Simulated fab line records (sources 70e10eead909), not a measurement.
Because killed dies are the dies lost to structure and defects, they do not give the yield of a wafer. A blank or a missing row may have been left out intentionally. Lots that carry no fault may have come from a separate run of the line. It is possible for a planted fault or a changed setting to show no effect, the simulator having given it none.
fab line records ; flow nand_harc
[record] lots = 14; wafers = 42; last_day = 32
route steps=1302 shown A_CONTACT@1006 A_BONDPAD@1230 THIN_TSV@1295 END@1302
lots that met no fault: from a run of the same line without faults
start_h: the number of hours between the record's first day and the start of the first shown wafer of the lot ; wait_h: how many hours have passed since the lot's step before this one ; " same as the row above ; L1.1+2: several wafers, shown together as one row ; - no value present, or no start provided ; * or withheld: withheld ; < > ~ a bound
route shown NAME@n: names a module that has steps shown in the file, with the first one's number in the route ; usual: mean/standard deviation taken from wafers without a fault ; same: alike in all rows ; chamber/n: place in a boat ; sites: per-site readings ; _std_site: standard deviation across them ; _edge_site: inner sites' mean taken away from outer sites' mean ; radius_mm: how far each site lies from the wafer's centre ; mask NAME#n: copy n ; behind: the last tool/chamber to shape the wafer ; hold: the reason the lot was held/the length of the hold in hours/how it ended ; device: transistor that didn't switch, given as n, p or np ; end of line: the tests these same wafers got at the end of their route ; where a step has no rows: the recipe by itself ; killed: not the wafer's yield, but the dies lost to structure and defects at the first sort ; map: shows each die of a wafer: x if killed, . if not, _ if none is there
set.NAME: the setting that was run; set.NAME@STEP: the one run at that earlier step ; model.NAME: the simulator's own value behind a step, which no gauge read
route steps across a sampled set of lots; one table per step, one row per wafer
services: when a tool's chamber went out of use (start_h, in hours from the record's first day, below 0 if earlier), for how many hours, and the reason
[[steps]]
[step NHARC_A_CONTACT_ETCH_112]
[recipe] source_w = withheld; pressure_mtorr = 20; bias_v = 3000; time_s = 190; target_depth_a = 18500; ar_flow_sccm = withheld; c4f8_flow_sccm = withheld; o2_flow_sccm = withheld; chemistry = C4F8/O2/Ar
lot.wafer;tool;chamber;start_h;wait_h;rf_hours_counter_h
L540.3;har_cap_etch-02;0;483.96;0.2;-
L540.6;har_cap_etch-02;0;483.96;0.2;-
L540.5;har_cap_etch-02;1;483.96;0.2;-
L541.1;har_cap_etch-03;0;497.77;0.2;38
L541.5;har_cap_etch-03;0;497.77;0.2;-
L541.6;har_cap_etch-03;1;497.77;0.2;-
L542.1;har_cap_etch-02;1;505.82;0.2;89
L542.3;har_cap_etch-02;1;505.82;0.2;-
L542.6;har_cap_etch-02;1;505.82;0.2;-
L546.2;har_cap_etch-02;0;557.11;0.2;101
L546.3;har_cap_etch-02;1;557.11;0.2;-
L546.5;har_cap_etch-02;1;557.11;0.2;-
L548.2;har_cap_etch-02;0;574.00;0.2;103
L548.4;har_cap_etch-02;0;574.00;0.2;-
L548.6;har_cap_etch-02;1;574.00;0.2;-
L553.1;har_cap_etch-03;1;603.76;0.2;57
L553.3;har_cap_etch-03;0;603.76;0.2;-
L553.4;har_cap_etch-03;1;603.76;0.2;-
L552.1;har_cap_etch-01;0;604.88;0.2;15
L552.6;har_cap_etch-01;0;604.88;0.2;-
L552.5;har_cap_etch-01;1;604.88;0.2;-
L555.2;har_cap_etch-03;0;626.80;0.2;63
L555.1;har_cap_etch-03;1;626.80;0.2;63
L555.3;har_cap_etch-03;1;626.80;0.2;-
L554.3;har_cap_etch-01;1;629.48;0.2;-
L554.4;har_cap_etch-01;0;629.48;0.2;-
L554.6;har_cap_etch-01;0;629.48;0.2;-
L556.2;har_cap_etch-02;1;651.79;0.2;118
L556.1;har_cap_etch-02;0;651.79;0.2;118
L556.5;har_cap_etch-02;0;651.79;0.2;-
L559.1;har_cap_etch-02;0;679.91;0.2;122
L559.3;har_cap_etch-02;0;679.91;0.2;-
L559.5;har_cap_etch-02;1;679.91;0.2;-
L560.3;har_cap_etch-01;1;685.82;0.2;-
L560.4;har_cap_etch-01;0;685.82;0.2;-
L560.5;har_cap_etch-01;0;685.82;0.2;-
L558.2;har_cap_etch-03;1;686.10;0.2;71
L558.4;har_cap_etch-03;1;686.10;0.2;-
L558.6;har_cap_etch-03;1;686.10;0.2;-
L561.2;har_cap_etch-02;1;700.24;0.2;126
L561.3;har_cap_etch-02;1;700.24;0.2;-
L561.6;har_cap_etch-02;1;700.24;0.2;-
[step NHARC_A_BONDPAD_ANNEAL_28]
[recipe] temp_c = 225; time_s = 90
[usual] wafer_temp_C_max = 225.92/0.25
lot.wafer;tool;chamber;start_h;wait_h;wafer_temp_C_max
L540.3;rtp_anneal-01;0;523.90;-;225.92
L540.5;rtp_anneal-01;0;523.90;-;226.17
L540.6;rtp_anneal-01;0;523.90;-;226.23
L541.1;rtp_anneal-02;0;536.15;0.3;225.70
L541.5;rtp_anneal-02;0;536.15;0.3;225.60
L541.6;rtp_anneal-02;0;536.15;0.3;225.86
L542.1;rtp_anneal-01;0;545.29;0.3;226.05
L542.3;rtp_anneal-01;0;545.29;0.3;226.39
L542.6;rtp_anneal-01;0;545.29;0.3;226.18
L546.2;rtp_anneal-01;0;597.84;-;226.10
L546.3;rtp_anneal-01;0;597.84;-;226.05
L546.5;rtp_anneal-01;0;597.84;-;226.11
L548.2;rtp_anneal-01;0;613.75;-;226.25
L548.4;rtp_anneal-01;0;613.75;-;225.77
L548.6;rtp_anneal-01;0;613.75;-;225.79
L553.1;rtp_anneal-02;0;646.31;-;225.52
L553.3;rtp_anneal-02;0;646.31;-;225.58
L553.4;rtp_anneal-02;0;646.31;-;225.84
L552.1;rtp_anneal-01;0;648.51;-;225.80
L552.5;rtp_anneal-01;0;648.51;-;226.13
L552.6;rtp_anneal-01;0;648.51;-;225.79
L555.1;rtp_anneal-01;0;665.35;0.3;225.99
L555.2;rtp_anneal-01;0;665.35;0.3;225.94
L555.3;rtp_anneal-01;0;665.35;0.3;226.16
L554.3;rtp_anneal-02;0;667.25;-;225.92
L554.4;rtp_anneal-02;0;667.25;-;225.79
L554.6;rtp_anneal-02;0;667.25;-;226.23
L556.1;rtp_anneal-02;0;689.65;-;225.61
L556.2;rtp_anneal-02;0;689.65;-;226.21
L556.5;rtp_anneal-02;0;689.65;-;225.85
L559.1;rtp_anneal-01;0;720.64;-;225.75
L559.3;rtp_anneal-01;0;720.64;-;226.12
L559.5;rtp_anneal-01;0;720.64;-;225.81
L560.3;rtp_anneal-02;0;723.69;0.3;225.65
L560.4;rtp_anneal-02;0;723.69;0.3;225.78
L560.5;rtp_anneal-02;0;723.69;0.3;225.99
L558.2;rtp_anneal-01;0;731.17;0.4;225.95
L558.4;rtp_anneal-01;0;731.17;0.4;226.42
L558.6;rtp_anneal-01;0;731.17;0.4;226.16
L561.2;rtp_anneal-02;0;740.98;0.4;225.62
L561.3;rtp_anneal-02;0;740.98;0.4;225.69
L561.6;rtp_anneal-02;0;740.98;0.4;225.92
[step NHARC_THIN_TSV_ETCH_36]
[recipe] target_depth_a = 650; over_etch_frac = 0.3; time_s = 18.571; ion_energy_ev = 150; chemistry = Cl2/BCl3
[usual] drypump_motor_current_A = 5.7/0.44; oes_product_au = 1.001/0.013
lot.wafer;tool;chamber;start_h;wait_h;drypump_motor_current_A;oes_product_au;rf_hours_counter_h
L540.3;rie_metal-01;0;540.48;0.1;6.3;0.991;-
L540.6;rie_metal-01;1;540.48;0.1;5.4;1.008;-
L540.5;rie_metal-01;0;540.48;0.1;6.3;0.989;-
L541.1;rie_metal-01;0;555.80;0.2;6.3;0.979;2.4
L541.5;rie_metal-01;1;555.80;0.2;5.4;1.008;-
L541.6;rie_metal-01;0;555.80;0.2;6.2;0.984;-
L542.1;rie_metal-03;0;568.33;0.2;5.6;1.012;1.0
L542.3;rie_metal-03;1;568.33;0.2;5.9;0.995;-
L542.6;rie_metal-03;1;568.33;0.2;5.9;0.992;-
L546.2;rie_metal-02;1;617.15;0.2;5.9;1.011;3.0
L546.3;rie_metal-02;1;617.15;0.2;6.0;1.010;-
L546.5;rie_metal-02;0;617.15;0.2;4.8;0.994;-
L548.2;rie_metal-03;0;633.14;0.2;5.6;0.986;2.4
L548.4;rie_metal-03;0;633.14;0.2;5.6;0.997;-
L548.6;rie_metal-03;1;633.14;0.2;5.9;0.993;-
L553.1;rie_metal-01;1;667.02;0.2;5.4;1.005;1.3
L553.4;rie_metal-01;1;667.02;0.2;5.4;1.004;-
L553.3;rie_metal-01;0;667.02;0.2;6.3;0.971;-
L552.1;rie_metal-03;1;667.96;0.2;6.0;0.998;2.9
L552.5;rie_metal-03;1;667.96;0.2;6.0;0.990;-
L552.6;rie_metal-03;0;667.96;0.2;5.7;1.010;-
L554.4;rie_metal-01;1;685.06;0.1;5.4;1.027;-
L554.3;rie_metal-01;0;685.06;0.1;6.3;0.985;-
L554.6;rie_metal-01;0;685.06;0.1;6.2;0.978;-
L555.1;rie_metal-03;1;686.13;0.2;6.0;0.989;3.4
L555.2;rie_metal-03;0;686.13;0.2;5.6;0.993;3.4
L555.3;rie_metal-03;1;686.13;0.2;6.0;0.991;-
L556.1;rie_metal-02;1;710.54;0.2;5.9;1.022;1.1
L556.2;rie_metal-02;0;710.54;0.2;4.8;1.013;1.1
L556.5;rie_metal-02;1;710.54;0.2;5.9;1.014;-
L559.1;rie_metal-02;0;740.00;0.2;4.8;1.023;1.6
L559.3;rie_metal-02;0;740.00;0.2;4.8;1.014;-
L559.5;rie_metal-02;1;740.00;0.2;5.9;1.023;-
L560.3;rie_metal-01;0;741.46;0.1;6.3;0.979;-
L560.4;rie_metal-01;1;741.46;0.1;5.4;1.005;-
L560.5;rie_metal-01;0;741.46;0.1;6.3;0.988;-
L558.2;rie_metal-03;1;752.90;0.2;5.9;0.987;0.7
L558.4;rie_metal-03;0;752.90;0.2;5.6;1.010;-
L558.6;rie_metal-03;0;752.90;0.2;5.6;1.012;-
L561.2;rie_metal-02;1;763.14;0.2;5.9;1.025;2.1
L561.3;rie_metal-02;0;763.14;0.2;4.8;1.022;-
L561.6;rie_metal-02;0;763.14;0.2;4.8;1.018;-
[step NHARC_END_SORT_01]
[recipe] temp_c = 25
[usual] killed_at_array = 52/19; killed_at_other = 1.0/1.2; killed_at_periphery = 4.1/2.8; killed_dies = 57/19; killed_open = 3.1/1.7; killed_short = 2.5/1.5
[same] gross_dies = 677
lot.wafer;tool;chamber;start_h;wait_h;killed_at_array;killed_at_other;killed_at_periphery;killed_dies;killed_open;killed_short
L546.2;prober-02;0;625.15;2.8;117;1;6;124;2;5
L546.3;prober-02;0;625.96;3.1;144;1;0;145;4;0
L546.5;prober-02;0;627.57;3.7;151;0;3;154;5;0
L548.2;prober-01;0;643.79;2.8;85;0;6;91;1;1
L548.4;prober-01;0;645.39;3.4;103;0;10;113;8;5
L548.6;prober-01;0;647.00;4.0;111;1;10;122;2;2
// killed by level:class
L546.2 A_CONTACT:unspecified=63 A_CHANNEL_HOLE_D1:chamber_film_flake=33 A_CONTACT:chamber_film_flake=7 A_CHANNEL_HOLE_D2:chamber_film_flake=6 P_GATE:geometric_particle:short=2 A_STAIRCASE:chamber_film_flake=2 P_M0:geometric_particle:open=1 P_M2:geometric_particle:short=1
L546.3 A_CONTACT:unspecified=88 A_CHANNEL_HOLE_D1:chamber_film_flake=34 A_CHANNEL_HOLE_D2:chamber_film_flake=9 A_CONTACT:chamber_film_flake=5 A_STAIRCASE:chamber_film_flake=2 A_DECK1_JOINT:geometric_particle:open=1 A_CHANNEL_HOLE_D2:geometric_particle:open=1 A_CHANNEL_FILL_D2:geometric_particle:open=1
L546.5 A_CONTACT:unspecified=91 A_CHANNEL_HOLE_D1:chamber_film_flake=30 A_CHANNEL_HOLE_D2:chamber_film_flake=15 A_CONTACT:chamber_film_flake=8 A_M0:geometric_particle:open=2 A_DECK1_JOINT:chamber_film_flake=2 P_GATE:geometric_particle:open=1 P_CONTACT:geometric_particle:open=1
L548.2 A_CONTACT:unspecified=60 A_CHANNEL_HOLE_D2:chamber_film_flake=7 A_CONTACT:chamber_film_flake=5 P_ZERO_WELL:chamber_film_flake=3 A_CHANNEL_HOLE_D1:chamber_film_flake=3 A_WL_FILL:chamber_film_flake=3 A_SGD_CUT:chamber_film_flake=2 A_CHANNEL_FILL_D2:geometric_particle:open=1
L548.4 A_CONTACT:unspecified=71 A_CHANNEL_HOLE_D2:chamber_film_flake=8 A_CHANNEL_HOLE_D1:chamber_film_flake=5 P_BONDPAD:chamber_film_flake=4 A_CHANNEL_FILL_D2:geometric_particle:short=3 A_ONON_D1:geometric_particle:open=2 A_CHANNEL_FILL_D1:geometric_particle:open=2 A_DECK1_JOINT:chamber_film_flake=2
L548.6 A_CONTACT:unspecified=84 A_CHANNEL_HOLE_D1:chamber_film_flake=6 A_CHANNEL_HOLE_D2:chamber_film_flake=6 P_GATE:chamber_film_flake=4 P_BONDPAD:chamber_film_flake=4 A_SGD_CUT:chamber_film_flake=3 A_CONTACT:chamber_film_flake=3 P_ZERO_WELL:chamber_film_flake=2
[[services]]
tool;chamber;start_h;hours;kind
har_cap_etch-03;-;477.98;0.5;repair
rie_metal-03;-;478.05;1.5;repair
har_cap_etch-01;-;497.00;17.0;pm
rie_metal-03;-;504.31;1.2;repair
rie_metal-03;-;519.00;9.0;pm
rie_metal-03;0;519.00;9.0;vent_cycle
rie_metal-03;1;519.00;9.0;vent_cycle
rie_metal-03;0;528.00;-;clean
rie_metal-03;1;528.00;-;clean
rie_metal-03;-;532.52;0.2;repair
rie_metal-01;0;564.49;13.3;repair
rie_metal-01;-;575.01;9.0;pm
rie_metal-03;-;629.63;0.7;repair
rie_metal-02;-;631.00;9.0;pm
rie_metal-03;-;696.00;9.0;pm
rie_metal-03;-;708.73;0.2;repair
rie_metal-03;-;710.61;0.1;repair
rie_metal-02;0;715.60;2.0;repair
rie_metal-03;-;723.72;1.5;repair
rtp_anneal-02;-;744.00;12.0;pm
rie_metal-01;-;752.01;9.0;pm
har_cap_etch-02;-;754.00;17.0;pm
har_cap_etch-02;0;754.00;17.0;vent_cycle
har_cap_etch-02;1;754.00;17.0;vent_cycle
[[key]]
[first_sign] step = NHARC_END_SORT_01; reading = killed_dies; direction = up; sigmas = 3.6; usual = 57; struck = 125
[effect] step = NHARC_END_SORT_01; reading = killed_at_array; direction = up; sigmas = 3.5; usual = 52; struck = 118
[more_kills_born_at] NHARC_A_CONTACT_ETCH_112@har_cap_etch-02 = 445
met_at NHARC_A_CONTACT_ETCH_112
struck_lots L546,L548
tester_left_out L546,L548
not_acting_at NHARC_A_BONDPAD_ANNEAL_28,NHARC_THIN_TSV_ETCH_36
onset_between 505.82 557.11
[fault] kind = chamber_particle_source; tool = har_cap_etch-02; chamber = -; onset_h = 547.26; steps = NHARC_A_CONTACT_ETCH_112; rate_per_visit_cm2 = 0.92802; end_h = 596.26
// tester_left_out: of these lots the tester's yield and bins aren't shown, on N5 and GAA mostly nor the transistor test; their killed dies are dies lost to structure and defects alone, not to doping, threshold or leakage, so they don't give the yield
